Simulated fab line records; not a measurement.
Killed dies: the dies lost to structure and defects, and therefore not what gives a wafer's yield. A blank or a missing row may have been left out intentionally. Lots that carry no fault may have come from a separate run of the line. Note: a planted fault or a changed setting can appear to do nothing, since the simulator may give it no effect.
A lot that was struck, set against a sound lot || flow nand harc || 13 steps out of a route of 1302
Sound: these wafers, L687.1, L687.2, L687.4. Struck: wafer L690.2 (L690.1, L690.5, from the same lot, were not struck and are left out); the cause is given at the end.
Each step with rows lists, per side, the tool, then ch with its chambers, then its first start. Under that, the readings that differ: sound wafers || struck wafers || difference of the means || sigmas: that difference in standard deviations of wafers without a fault.
alike: readings with means less than 2 such deviations apart, plus words and numbers identical on both sides. not compared: withheld readings, readings lacking a value on some wafer, bounds such as >300 that could conceal the same value, and numbers that have no deviation in the record and whose values overlap.
A row with sigmas, a row that says differs or no value, or rows on one side alone: a step with any of these is where the two part. Non-overlapping numbers with no deviation appear without sigmas and do not part them. A reading that every wafer of one side lacks parts them only if that side has two wafers or more.

first, 10 steps without rows for these wafers: NHARC_A_STAIRCASE_SRD_208; NHARC_A_STAIRCASE_DEHYDRATE_209 (time 120 s); NHARC_A_STAIRCASE_HMDS_210 (time 30 s); NHARC_A_STAIRCASE_COAT_211; NHARC_A_STAIRCASE_SOFTBAKE_212 (time 170 s); NHARC_A_STAIRCASE_EBR_213; NHARC_A_STAIRCASE_EXPOSE_214 (exposes mask STAIR 3); NHARC_A_STAIRCASE_PEB_215 (peb time 130 s); NHARC_A_STAIRCASE_DEVELOP_216 (time 140 s); NHARC_A_STAIRCASE_HARDBAKE_218 (time 140 s).
NHARC_A_STAIRCASE_DESCUM_219: chemistry O2, time 3 s.
  sound on rie diel-02 ch 0,1,3, day 20 18:43; struck on rie diel-05 ch 1, day 21 23:37
  alike: drypump motor current A, oes product au, rf vpp V, showerhead plenum p Torr, throttle valve pct
  not compared: rf hours counter h
NHARC_A_STAIRCASE_TRIM_220: chemistry O2, time 211.2 s.
  sound on rie diel-02 ch 0,1,2, day 20 18:48; struck on rie diel-05 ch 0, day 21 23:43
{"reading": "oes product au (a.u.)", "sound": "1.012 1.012 0.996", "struck": 0.752, "difference": -0.255, "sigmas": -27}
  alike: drypump motor current A, rf vpp V, showerhead plenum p Torr, throttle valve pct
  not compared: rf hours counter h
NHARC_A_STAIRCASE_ETCH_221: etches the open film in C4F8/O2, target depth 100 nm, time 40.5 s.
  sound: rie diel-02 ch 0,1,2; struck: rie diel-05 ch 3
  alike: oes product au, rf vpp V
  not compared: rf hours counter h

## WHERE THEY PART
Within this record, at NHARC_A_STAIRCASE_TRIM_220 only. Later steps at which nothing parts them and some readings are alike: NHARC_A_STAIRCASE_ETCH_221.

WHY: whatever the simulator had introduced
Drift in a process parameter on rie diel-05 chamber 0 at NHARC_A_STAIRCASE_TRIM_220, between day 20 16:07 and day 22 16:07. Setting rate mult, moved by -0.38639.
